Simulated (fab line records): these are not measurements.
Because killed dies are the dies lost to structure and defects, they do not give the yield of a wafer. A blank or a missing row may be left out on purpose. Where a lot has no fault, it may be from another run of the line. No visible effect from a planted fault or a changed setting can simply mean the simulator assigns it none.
Split-lot experiment -- flow n5_finfet -- on a route of 1938 steps: 7 lots, 21 wafers read

THE SPLIT
At N5_FIN_SAQP_FIN_ETCH_36 (etches the open film in HBr/Cl2/O2, target depth 120 nm, time 50.4 s), the setting icp_w was moved away from the recipe's 800 W on 5 of the 21 wafers read, by -13.1% to -7.3%. This setting was run at the recipe's value on the other wafers.

FROM THE SPLIT TO THE READING: what the file shows between them, 3 steps
- N5_FIN_SAQP_PRECLEAN_38: cleans in O3/DIW, time 45 s
- N5_FIN_SAQP_PRECLEAN_45: cleans in dHF, time 10 s
- N5_FIN_SAQP_SRD_39: time 30 s

THE READING
trench_depth_nm, in nm, at N5_FIN_SAQP_OCD_MEAS_76. On this fab line, fault-free wafers typically give 120.1 nm with a standard deviation of 2 nm.

wafer,"tool, chamber at the split","icp_w as run, W",against the recipe,"trench_depth_nm, nm",against lot-mates on the recipe
L074.2,"rie_si-06, 2",800,recipe,121.5,-
L074.4,"rie_si-06, 0",800,recipe,119.4,-
L074.6,"rie_si-06, 0",800,recipe,118.8,-
L080.2,"rie_si-03, 2",800,recipe,122.2,-
L080.5,"rie_si-03, 3",800,recipe,124.8,-
L080.6,"rie_si-03, 2",695.3,-13.1%,114.6,-8.9
L081.1,"rie_si-03, 1",715,-10.6%,114.4,-9.5
L081.3,"rie_si-03, 0",715,-10.6%,113.3,-10.6
L081.5,"rie_si-03, 3",800,recipe,123.9,-
L084.2,"rie_si-03, 1",741.8,-7.3%,116.3,-7.1
L084.3,"rie_si-03, 2",800,recipe,122.9,-
L084.4,"rie_si-03, 3",800,recipe,123.9,-
L085.1,"rie_si-02, 3",800,recipe,116.1,-
L085.2,"rie_si-02, 1",727.9,-9.0%,111.0,-6.1
L085.3,"rie_si-02, 0",800,recipe,118.1,-
L089.1,"rie_si-03, 1",800,recipe,120.1,-
L089.4,"rie_si-03, 0",800,recipe,121.2,-
L089.6,"rie_si-03, 0",800,recipe,120.3,-
L094.1,"rie_si-06, 3",800,recipe,117.6,-
L094.2,"rie_si-06, 0",800,recipe,117.8,-
L094.6,"rie_si-06, 0",800,recipe,117.0,-

THE FIT
A straight line over all 21 wafers: trench_depth_nm changes by +0.61 nm for each +1% of icp_w; r = +0.74; the points scatter about the line by 2.6 nm.
The same after taking each lot's own level away (the mean of its wafers on the recipe; 21 wafers): +0.819 nm for each +1%; r = +0.96; scatter 1.1 nm.
The reading moves by 11 nm for the largest change in icp_w, on that fit.
Across the lots, their own levels run from 117.10 to 123.90 nm, a range of 3.4 times the standard deviation given above.
So the lot-to-lot level blurs the effect unless lot-mates are compared.
Check: -11.6 nm against its lot-mates is what the line predicts for one of the wafers moved furthest among these (-13.1%) when that wafer is left out of the fit. Against them it came out at -8.9 nm.
Tool readings at the split's step, against how far the setting was moved: oes_product_au r = +0.67.

FURTHER SPLITS ON THESE WAFERS
Note: prior to the reading, these wafers also went through further splits. Each is held against what the fit with the lots' levels taken away leaves over:
other split on the same wafers,wafers away from the commonest value,r with trench_depth_nm (lot level and that fit taken away)
N5_WELL_APT_COAT_02 spin_rpm,8,+0.21
N5_WELL_APT_EXPOSE_22 dose_mj,7,-0.61
N5_WELL_APT_PEB_23 peb_temp_c,6,+0.44
N5_FIN_SAQP_EXPOSE_13 dose_mj,5,-0.13
N5_FIN_SAQP_ETCH_52 source_w,2,-0.18

THE WHOLE CHAIN: every reading that the file lists as answering this split, in the file's order
step,what it does,reading,change (the file's fit),r (the file's)
N5_FIN_SAQP_FIN_ETCH_36,"etches the open film in HBr/Cl2/O2, target depth 120 nm, time 50.4 s",oes_product_au,+0.00533 a.u. for each +1% of the setting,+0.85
N5_FIN_SAQP_FIN_ETCH_36,"etches the open film in HBr/Cl2/O2, target depth 120 nm, time 50.4 s","etch.depth_nm (the simulator's own value, which no gauge read)",+0.794 nm for each +1% of the setting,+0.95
N5_FIN_SAQP_FIN_ETCH_36,"etches the open film in HBr/Cl2/O2, target depth 120 nm, time 50.4 s","FIN_SAQP.feature_depth_nm (the simulator's own value, which no gauge read)",+0.794 nm for each +1% of the setting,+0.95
N5_FIN_SAQP_OCD_MEAS_76,,trench_depth_nm,+0.785 nm for each +1% of the setting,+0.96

THE FILE'S OWN FIT
trench_depth_nm changes by +0.785 nm for each +1% of icp_w, r = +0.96.
